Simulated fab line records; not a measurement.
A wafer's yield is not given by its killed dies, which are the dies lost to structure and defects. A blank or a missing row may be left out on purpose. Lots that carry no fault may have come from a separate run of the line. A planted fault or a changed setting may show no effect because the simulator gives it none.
Chamber matching    flow nand-harc    3 sister chambers for NHARC_P_M0_DEP_32 on pecvd-04
The step deposits SiCN, target thk 30 nm. 14 wafers are shown with their chamber, then 7 later ones without.

## WAFERS, EACH WITH ITS CHAMBER
wafer   chamber  heater-power-w (W)
L913.3  1        594
L913.4  2        562
L913.6  0        712
L914.2  0        604
L914.4  1        520
L914.6  0        618
L915.1  0        748
L915.2  2        641
L915.3  1        495
L921.2  1        517
L921.3  0        597
L921.5  0        598
L925.1  0        664
L925.2  1        520

SIGNATURES, as means of the wafers listed above
reading         chamber 0  chamber 1  chamber 2  scatter within a chamber
heater-power-w  648.71     529.20     601.50     53.2
Rule: for each reading, subtract the chamber's mean from the wafer's reading, divide by that reading's scatter and square the result; add these up over the readings and take the root, which gives the wafer's distance from the chamber. If the next closest chamber is less than 2 further off than the closest, the wafer can't be placed; otherwise it belongs to the closest. The scatter: take each reading less its chamber's mean, square it, sum over the shown wafers, divide by the number of wafers less the number of chambers, and take the root.

## WAFERS MISSING THEIR CHAMBER
wafer   heater-power-w (W)
L925.3  596
L927.3  691
L927.4  683
L927.6  649
L929.1  688
L929.2  562
L929.6  647

## WHICH CHAMBER EACH ONE RAN IN
wafer   from the rows above           in truth
L925.3  can't be placed: 2 or 0 or 1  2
L927.3  can't be placed: 0 or 2       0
L927.4  can't be placed: 0 or 2       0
L927.6  can't be placed: 0 or 2       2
L929.1  can't be placed: 0 or 2       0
L929.2  can't be placed: 1 or 2 or 0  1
L929.6  can't be placed: 0 or 2       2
Placed correctly: 0 of 7. Cannot be placed on the basis of these rows: 7; the candidates contain the true chamber in 7. Placed wrongly: 0.
